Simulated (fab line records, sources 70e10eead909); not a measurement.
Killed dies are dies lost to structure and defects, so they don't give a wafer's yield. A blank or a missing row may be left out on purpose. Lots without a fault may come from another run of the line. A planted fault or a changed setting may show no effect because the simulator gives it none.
Chamber matching | flow nand_harc | NHARC_P_M2_DESCUM_14 on rie_diel-10: 4 sister chambers
The step chemistry O2, time 3 s. 8 wafers are shown with their chamber, then 10 later ones without.

WAFERS WITH THEIR CHAMBER
wafer  | chamber | drypump_motor_current_A (A) | rf_vpp_V (V)
L325.2 | 0       | 5.9                         | 57.0
L325.4 | 1       | 6.7                         | 56.1
L332.3 | 2       | 5.4                         | 57.3
L332.5 | 0       | 5.9                         | 56.2
L331.4 | 1       | 6.8                         | 59.0
L331.5 | 3       | 6.2                         | 58.8
L330.2 | 3       | 6.3                         | 58.7
L330.3 | 2       | 5.4                         | 56.8

WAFERS WITHOUT THEIR CHAMBER
wafer  | drypump_motor_current_A (A) | rf_vpp_V (V)
L330.4 | 5.9                         | 57.5
L342.1 | 5.4                         | 58.3
L342.2 | 5.9                         | 54.9
L342.5 | 5.4                         | 56.6
L343.1 | 6.8                         | 57.9
L343.4 | 5.9                         | 57.3
L343.6 | 6.7                         | 57.7
L345.1 | 6.7                         | 57.7
L345.2 | 5.4                         | 56.2
L345.4 | 6.3                         | 57.7

WHICH CHAMBER EACH WENT THROUGH
wafer  | from the rows above | in truth
L330.4 | 0                   | 0
L342.1 | 2                   | 2
L342.2 | 0                   | 0
L342.5 | 2                   | 2
L343.1 | 1                   | 1
L343.4 | 0                   | 0
L343.6 | 1                   | 1
L345.1 | 1                   | 1
L345.2 | 2                   | 2
L345.4 | 3                   | 3
Placed correctly: 10 of 10. Can't be placed from these rows: 0. Placed wrongly: 0.
How it was worked out, from the rows above alone: a wafer's distance from a chamber is the root of the sum, over the readings, of the square of ((its reading less the chamber's mean) divided by the reading's scatter). The wafer belongs to the nearest chamber; if the next one is less than 2 further off, it can't be placed. A chamber's mean is the mean of its shown wafers. The scatter: the root of (the sum of the squares of (reading less its chamber's mean) over the shown wafers, divided by (wafers less chambers)).
